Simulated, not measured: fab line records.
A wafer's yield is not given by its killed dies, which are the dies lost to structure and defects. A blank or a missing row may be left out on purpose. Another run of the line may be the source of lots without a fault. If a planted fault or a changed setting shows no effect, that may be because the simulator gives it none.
Which tool did it?	flow nand harc	12 lots, 36 wafers sampled, at 5 steps of a route of 1159

WHAT EACH GAUGE READ, for each wafer
NHARC_END_SORT_01. Usual: killed at array 27, standard deviation 10; killed at other 0.6, standard deviation 0.83; killed at periphery 2.4, standard deviation 1.8; killed dies 30, standard deviation 10; killed open 3.3, standard deviation 1.7; killed short 1.8, standard deviation 1.4.
lot	measured	on	killed at array	killed at other	killed at periphery	killed dies	killed open	killed short	flag
L539	day 22 08:20	prober-02	25	0	2	27	1	0	
L545	day 24 02:53	prober-01	48	1	2	51	4	1	

WHICH TOOL RAN EACH LOT (tool, then ch and the chambers of the sampled wafers, then the start)
lot	NHARC_A_STAIRCASE_ETCH_23	NHARC_A_STAIRCASE_TRIM_193	NHARC_A_STAIRCASE_ETCH_197	NHARC_A_STAIRCASE_TRIM_198
L527	rie diel-11 ch 0,1,3, day 10 22:17 or earlier	rie diel-11 ch 1,3, day 10 22:17 or earlier	rie diel-10 ch 1,2,3, day 10 22:17 or earlier	rie diel-10 ch 1,2, day 10 22:17
L526	rie diel-13 ch 1,3, day 11 00:03 or earlier	rie diel-13 ch 0,1,2, day 11 00:03 or earlier	rie diel-11 ch 0,1,3, day 11 00:03 or earlier	rie diel-11 ch 0,1,3, day 11 00:03
L528	rie diel-11 ch 1,3, day 11 19:16 or earlier	rie diel-13 ch 0,1,3, day 11 19:16 or earlier	rie diel-11 ch 0,1,3, day 11 19:16 or earlier	rie diel-11 ch 0,1,2, day 11 19:16
L530	rie diel-13 ch 0,1, day 12 00:00 or earlier	rie diel-10 ch 1,2,3, day 12 00:00 or earlier	rie diel-10 ch 1,2,3, day 12 00:00 or earlier	rie diel-10 ch 1,2,3, day 12 00:00
L532	rie diel-13 ch 0,1,3, day 12 10:38 or earlier	rie diel-10 ch 0,2, day 12 10:38 or earlier	rie diel-11 ch 0,2, day 12 10:38 or earlier	rie diel-11 ch 0,3, day 12 10:38
L533	rie diel-11 ch 0,1, day 13 01:57 or earlier	rie diel-13 ch 0,2,3, day 13 01:57 or earlier	rie diel-13 ch 0,1,3, day 13 01:57 or earlier	rie diel-13 ch 0,2,3, day 13 01:57
L536	rie diel-13 ch 0,1,2, day 13 10:38 or earlier	rie diel-13 ch 0,1,2, day 13 10:38 or earlier	rie diel-10 ch 0,1,3, day 13 10:38 or earlier	rie diel-10 ch 0,1,2, day 13 10:38
L540	rie diel-11 ch 1,2,3, day 14 06:37 or earlier	rie diel-13 ch 0,1,2, day 14 06:37 or earlier	rie diel-11 ch 1,2,3, day 14 06:37 or earlier	rie diel-11 ch 1,2,3, day 14 06:37
L539	rie diel-11 ch 0,1, day 14 12:59 or earlier	rie diel-11 ch 1,3, day 14 12:59 or earlier	rie diel-11 ch 1,2, day 14 12:59 or earlier	rie diel-11 ch 2,3, day 14 12:59
L545	rie diel-11 ch 0,1, day 15 16:24 or earlier	rie diel-13 ch 0,1,2, day 15 16:24 or earlier	rie diel-11 ch 0,1,2, day 15 16:24 or earlier	rie diel-11 ch 0,3, day 15 16:24
L548	rie diel-10 ch 0,1,2, day 16 21:58 or earlier	rie diel-13 ch 0,1,3, day 16 21:58 or earlier	rie diel-13 ch 1,2,3, day 16 21:58 or earlier	rie diel-13 ch 1,2,3, day 16 21:58
L549	rie diel-11 ch 1,3, day 17 09:55 or earlier	rie diel-10 ch 1,2,3, day 17 09:55 or earlier	rie diel-10 ch 0,2,3, day 17 09:55 or earlier	rie diel-10 ch 0,1,3, day 17 09:55
- NHARC_A_STAIRCASE_ETCH_23: etches the open film in C4F8/O2, target depth 100 nm, time 40.5 s.
- NHARC_A_STAIRCASE_TRIM_193: chemistry O2, time 211.2 s.
- NHARC_A_STAIRCASE_ETCH_197: etches the open film in C4F8/O2, target depth 100 nm, time 40.5 s.
- NHARC_A_STAIRCASE_TRIM_198: chemistry O2, time 211.2 s.

AS READ BY THE TOOLS THEMSELVES (means over the sampled wafers that have a number; for cases with no such wafer, the mark the record gives instead)
NHARC_A_STAIRCASE_ETCH_23. Usual: oes product au 0.944 a.u., standard deviation 0.019; rf vpp V 895 V, standard deviation 5.4.
lot	tool	oes product au (a.u.)	rf vpp V (V)	flag
L527	rie diel-11	0.942	894	
L526	rie diel-13	0.945	892	
L528	rie diel-11	0.933	893	
L530	rie diel-13	0.949	891	
L532	rie diel-13	0.975	888	
L533	rie diel-11	0.911	891	
L536	rie diel-13	0.946	900	
L540	rie diel-11	0.936	894	
L539	rie diel-11	0.917	894	
L545	rie diel-11	0.936	894	
L548	rie diel-10	0.950	900	
L549	rie diel-11	0.946	889	

NHARC_A_STAIRCASE_TRIM_193. Usual: drypump motor current A 5.7 A, standard deviation 0.45; oes product au 1.004 a.u., standard deviation 0.014; rf vpp V 57.7 V, standard deviation 0.94; showerhead plenum p Torr 3.53 Torr, standard deviation 0.17; throttle valve pct 17.035 %, standard deviation 0.0092.
lot	tool	drypump motor current A (A)	oes product au (a.u.)	rf vpp V (V)	showerhead plenum p Torr (Torr)	throttle valve pct (%)	flag
L527	rie diel-11	5.4	0.987	58.0	3.39	17.036	
L526	rie diel-13	5.4	1.011	56.3	3.47	17.031	
L528	rie diel-13	5.3	1.015	56.5	3.35	17.042	
L530	rie diel-10	6.0	1.009	57.1	3.44	17.038	
L532	rie diel-10	6.1	0.999	57.7	3.63	17.044	
L533	rie diel-13	5.2	1.013	57.9	3.61	17.038	
L536	rie diel-13	5.4	1.004	57.9	3.64	17.039	
L540	rie diel-13	5.4	1.000	58.0	3.64	17.035	
L539	rie diel-11	5.4	0.987	58.1	3.37	17.034	
L545	rie diel-13	5.4	1.000	57.4	3.63	17.034	
L548	rie diel-13	5.2	1.019	58.2	3.51	17.037	
L549	rie diel-10	6.0	1.009	57.8	3.60	17.040	

NHARC_A_STAIRCASE_ETCH_197. Usual: oes product au 0.951 a.u., standard deviation 0.018; rf vpp V 896 V, standard deviation 5.8.
lot	tool	oes product au (a.u.)	rf vpp V (V)	flag
L527	rie diel-10	0.931	892	
L526	rie diel-11	0.938	894	
L528	rie diel-11	0.945	894	
L530	rie diel-10	0.953	892	
L532	rie diel-11	0.970	898	
L533	rie diel-13	0.973	896	
L536	rie diel-10	0.970	897	
L540	rie diel-11	0.966	893	
L539	rie diel-11	0.940	895	
L545	rie diel-11	0.962	894	
L548	rie diel-13	0.940	894	
L549	rie diel-10	0.954	898	

NHARC_A_STAIRCASE_TRIM_198. Usual: drypump motor current A 5.8 A, standard deviation 0.45; oes product au 1.002 a.u., standard deviation 0.014; rf vpp V 57.8 V, standard deviation 0.89; showerhead plenum p Torr 3.52 Torr, standard deviation 0.16; throttle valve pct 17.037 %, standard deviation 0.0096.
lot	tool	drypump motor current A (A)	oes product au (a.u.)	rf vpp V (V)	showerhead plenum p Torr (Torr)	throttle valve pct (%)	flag
L527	rie diel-10	5.8	1.009	56.9	3.38	17.049	
L526	rie diel-11	5.7	0.992	57.3	3.46	17.026	
L528	rie diel-11	5.9	0.989	58.1	3.49	17.044	
L530	rie diel-10	6.0	1.003	57.9	3.44	17.037	
L532	rie diel-11	6.0	1.000	57.8	3.54	17.035	
L533	rie diel-13	5.2	1.004	58.6	3.61	17.040	
L536	rie diel-10	6.0	1.009	57.1	3.47	17.043	
L540	rie diel-11	5.9	0.995	57.6	3.46	17.042	
L539	rie diel-11	6.1	1.064	57.5	3.51	17.037	OFF
L545	rie diel-11	5.9	1.064	58.0	3.50	17.042	OFF
L548	rie diel-13	5.4	0.998	57.7	3.47	17.043	
L549	rie diel-10	6.2	1.002	58.8	3.70	17.031	

THE ANSWER, worked out from the rows above alone
Rule: take the mean of a lot's wafers that have a number; if it is more than 3 standard deviations from the usual mean, the lot is off. Also off: a lot with no number at a reading for which 4 or more lots have one. The other lots that the step has rows for count as sound. Order of review: gauges by route order, followed by the tools' own readings, for which a lot's mean as printed above is used. At the first step where some lot is off, the reading lying furthest off is the one used; lots without a number count as furthest.
Off: L539, L545 (NHARC_A_STAIRCASE_TRIM_198, oes product au).
If a tool, at that step or one of the process steps before it, ran each lot that is off and ran no sound lot following the first of them, it fits. Because NHARC_A_STAIRCASE_ETCH_23 lacks a start for some lots, the hours and order of its lots are taken from NHARC_A_STAIRCASE_TRIM_198. Because NHARC_A_STAIRCASE_TRIM_193 lacks a start for some lots, the hours and order of its lots are taken from NHARC_A_STAIRCASE_TRIM_198. Because NHARC_A_STAIRCASE_ETCH_197 lacks a start for some lots, the hours and order of its lots are taken from NHARC_A_STAIRCASE_TRIM_198. One fits: rie diel-11 at NHARC_A_STAIRCASE_ETCH_197 and NHARC_A_STAIRCASE_TRIM_198. At NHARC_A_STAIRCASE_ETCH_197 its last sound lot is L540 (day 14 06:37), its first lot that is off L539 (day 14 12:59): a fault that began between those two fits.

WHAT HAD BEEN PUT IN BY THE SIMULATOR
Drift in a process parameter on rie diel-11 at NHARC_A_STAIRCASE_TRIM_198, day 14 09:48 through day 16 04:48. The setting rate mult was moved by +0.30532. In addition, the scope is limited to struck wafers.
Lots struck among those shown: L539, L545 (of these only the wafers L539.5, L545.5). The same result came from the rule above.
